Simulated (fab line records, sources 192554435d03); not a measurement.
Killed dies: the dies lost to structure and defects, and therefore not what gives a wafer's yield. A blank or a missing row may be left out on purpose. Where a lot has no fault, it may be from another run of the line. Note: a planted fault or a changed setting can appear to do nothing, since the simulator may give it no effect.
Chamber matching ; flow n5_finfet ; 3 sister chambers for N5_FIN_SAQP_DESCUM_21 on rie_diel-05
The step chemistry O2, time 7.9 s. 14 wafers are shown with their chamber, then 6 later ones without.

EACH WAFER AND ITS CHAMBER
wafer;chamber;showerhead_plenum_p_Torr (Torr);throttle_valve_pct (%);oes_product_au (a.u.)
L077.2;0;2.23;20.06;0.89
L077.3;1;2.08;20.62;0.78
L077.6;1;2.08;20.62;0.77
L079.1;1;2.08;20.61;0.78
L079.4;3;2.09;20.42;0.76
L079.6;0;2.23;20.06;0.89
L082.1;3;2.09;20.44;0.75
L082.2;0;2.23;20.08;0.86
L082.4;1;2.07;20.65;0.77
L083.1;3;2.09;20.44;0.75
L083.3;3;2.09;20.46;0.75
L083.6;1;2.07;20.66;0.77
L092.1;1;2.06;20.70;0.75
L092.2;3;2.08;20.47;0.74

SIGNATURES (averages over the wafers above)
reading;chamber 0;chamber 1;chamber 3;scatter within a chamber
showerhead_plenum_p_Torr;2.2300;2.0733;2.0880;0.00613
throttle_valve_pct;20.0667;20.6433;20.4460;0.0261
oes_product_au;0.8800;0.7700;0.7500;0.0113
Rule: a wafer's distance from a chamber is the root of the sum, over the readings, of the square of ((its reading less the chamber's mean) divided by the reading's scatter). The wafer belongs to the nearest chamber; if the next one is less than 2 further off, it can't be placed. How the scatter is found: for the shown wafers, subtract from each reading the mean of its chamber, square and add these, divide the total by (wafers less chambers), then take the root.

WAFERS MISSING THEIR CHAMBER
wafer;showerhead_plenum_p_Torr (Torr);throttle_valve_pct (%);oes_product_au (a.u.)
L092.6;2.08;20.46;0.73
L093.1;2.22;20.10;0.85
L093.3;2.08;20.48;0.74
L096.1;2.06;20.69;0.74
L096.2;2.22;20.11;0.82
L096.5;2.06;20.71;0.74

WHICH CHAMBER EACH WENT THROUGH
wafer;from the rows above;in truth
L092.6;3;3
L093.1;0;0
L093.3;3;3
L096.1;1;1
L096.2;0;0
L096.5;1;1
6 of 6 placed correctly. Not placeable from these rows: 0. Wrongly placed: 0.
